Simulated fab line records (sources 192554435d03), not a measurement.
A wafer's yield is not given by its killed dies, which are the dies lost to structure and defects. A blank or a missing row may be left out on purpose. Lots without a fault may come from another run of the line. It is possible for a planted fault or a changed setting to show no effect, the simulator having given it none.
Lot-split experiment / flow n5 finfet / on a route of 1938 steps: 7 lots, 21 wafers read

## THE SPLIT ITSELF
At N5_BEOL_M0_SAQP_DESCUM_45 (chemistry O2, time 7 s), the setting time s was moved away from the recipe's 7 s on 6 of the 21 wafers read, by -15.9% to +18.8%. This setting was run at the recipe's value on the other wafers.

The reading comes from the split's own step.

## THE READING
CAR-EUV_of_BEOL_M0_SAQP_COAT_34.thk nm (the simulator's own value, which no gauge read), in nm, at N5_BEOL_M0_SAQP_DESCUM_45 (chemistry O2, time 7 s). There is no usual value for it anywhere in the file. Average 26.1 nm, standard deviation 0.12 nm, over the 15 wafers here run with the recipe.

wafer=L077.4; tool, chamber at the split=rie diel-02, 0,2,3; time s as run, s=7; against the recipe=recipe; CAR-EUV_of_BEOL_M0_SAQP_COAT_34.thk nm, nm=26.2; against lot-mates on the recipe=-
wafer=L077.5; tool, chamber at the split=rie diel-02, 0,2,3; time s as run, s=7; against the recipe=recipe; CAR-EUV_of_BEOL_M0_SAQP_COAT_34.thk nm, nm=26.2; against lot-mates on the recipe=-
wafer=L077.6; tool, chamber at the split=rie diel-02, 0,2,3; time s as run, s=7; against the recipe=recipe; CAR-EUV_of_BEOL_M0_SAQP_COAT_34.thk nm, nm=26.2; against lot-mates on the recipe=-
wafer=L082.3; tool, chamber at the split=rie diel-04, 2; time s as run, s=5.886; against the recipe=-15.9%; CAR-EUV_of_BEOL_M0_SAQP_COAT_34.thk nm, nm=26.8; against lot-mates on the recipe=+0.6
wafer=L082.5; tool, chamber at the split=rie diel-04, 2; time s as run, s=5.886; against the recipe=-15.9%; CAR-EUV_of_BEOL_M0_SAQP_COAT_34.thk nm, nm=26.8; against lot-mates on the recipe=+0.6
wafer=L082.4; tool, chamber at the split=rie diel-04, 0; time s as run, s=7; against the recipe=recipe; CAR-EUV_of_BEOL_M0_SAQP_COAT_34.thk nm, nm=26.2; against lot-mates on the recipe=-
wafer=L084.2; tool, chamber at the split=rie diel-04, 2; time s as run, s=7; against the recipe=recipe; CAR-EUV_of_BEOL_M0_SAQP_COAT_34.thk nm, nm=26.2; against lot-mates on the recipe=-
wafer=L084.4; tool, chamber at the split=rie diel-04, 0; time s as run, s=7; against the recipe=recipe; CAR-EUV_of_BEOL_M0_SAQP_COAT_34.thk nm, nm=26; against lot-mates on the recipe=-
wafer=L084.5; tool, chamber at the split=rie diel-04, 2; time s as run, s=8.19; against the recipe=+17.0%; CAR-EUV_of_BEOL_M0_SAQP_COAT_34.thk nm, nm=25.4; against lot-mates on the recipe=-0.7
wafer=L089.2; tool, chamber at the split=rie diel-04, 3,0; time s as run, s=7; against the recipe=recipe; CAR-EUV_of_BEOL_M0_SAQP_COAT_34.thk nm, nm=26; against lot-mates on the recipe=-
wafer=L089.6; tool, chamber at the split=rie diel-04, 3,0; time s as run, s=7; against the recipe=recipe; CAR-EUV_of_BEOL_M0_SAQP_COAT_34.thk nm, nm=26; against lot-mates on the recipe=-
wafer=L089.4; tool, chamber at the split=rie diel-04, 2; time s as run, s=7; against the recipe=recipe; CAR-EUV_of_BEOL_M0_SAQP_COAT_34.thk nm, nm=26.2; against lot-mates on the recipe=-
wafer=L093.1; tool, chamber at the split=rie diel-04, 3; time s as run, s=8.283; against the recipe=+18.3%; CAR-EUV_of_BEOL_M0_SAQP_COAT_34.thk nm, nm=25.2; against lot-mates on the recipe=-0.7
wafer=L093.2; tool, chamber at the split=rie diel-04, 1; time s as run, s=7; against the recipe=recipe; CAR-EUV_of_BEOL_M0_SAQP_COAT_34.thk nm, nm=26; against lot-mates on the recipe=-
wafer=L093.4; tool, chamber at the split=rie diel-04, 0; time s as run, s=7; against the recipe=recipe; CAR-EUV_of_BEOL_M0_SAQP_COAT_34.thk nm, nm=25.8; against lot-mates on the recipe=-
wafer=L096.2; tool, chamber at the split=rie diel-06, 3; time s as run, s=8.319; against the recipe=+18.8%; CAR-EUV_of_BEOL_M0_SAQP_COAT_34.thk nm, nm=25.4; against lot-mates on the recipe=-0.6
wafer=L096.5; tool, chamber at the split=rie diel-06, 3; time s as run, s=7; against the recipe=recipe; CAR-EUV_of_BEOL_M0_SAQP_COAT_34.thk nm, nm=26; against lot-mates on the recipe=-
wafer=L096.6; tool, chamber at the split=rie diel-06, 0; time s as run, s=8.319; against the recipe=+18.8%; CAR-EUV_of_BEOL_M0_SAQP_COAT_34.thk nm, nm=25.6; against lot-mates on the recipe=-0.4
wafer=L097.1; tool, chamber at the split=rie diel-02, 1,3,3; time s as run, s=7; against the recipe=recipe; CAR-EUV_of_BEOL_M0_SAQP_COAT_34.thk nm, nm=26; against lot-mates on the recipe=-
wafer=L097.2; tool, chamber at the split=rie diel-02, 1,3,3; time s as run, s=7; against the recipe=recipe; CAR-EUV_of_BEOL_M0_SAQP_COAT_34.thk nm, nm=26; against lot-mates on the recipe=-
wafer=L097.5; tool, chamber at the split=rie diel-02, 1,3,3; time s as run, s=7; against the recipe=recipe; CAR-EUV_of_BEOL_M0_SAQP_COAT_34.thk nm, nm=26; against lot-mates on the recipe=-
If several chambers appear in one row, that row covers several wafers at once and the file leaves open which wafer was in which chamber.

THE FIT
A straight line over all 21 wafers: CAR-EUV_of_BEOL_M0_SAQP_COAT_34.thk nm changes by -0.0395 nm for each +1% of time s; r = -0.94; the points scatter about the line by 0.13 nm.
The same after taking each lot's own level away (the mean of its wafers on the recipe; 21 wafers): -0.0343 nm for each +1%; r = -0.97; scatter 0.089 nm.
Per that fit: largest time s move, reading shift of 0.65 nm.
The span of the lots' own levels, 25.90 to 26.20 nm, comes to 2.5 times the standard deviation stated above.
So the lot-to-lot level changes the slope: the two fits differ.
Check: for one of the wafers moved furthest among these (+18.8%), held out of the fit, the line's prediction against its lot-mates is -0.645 nm. It came out at -0.6 nm against them.

## FILE'S OWN FIT
CAR-EUV_of_BEOL_M0_SAQP_COAT_34.thk nm changes by -0.0354 nm for each +1% of time s, r = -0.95.
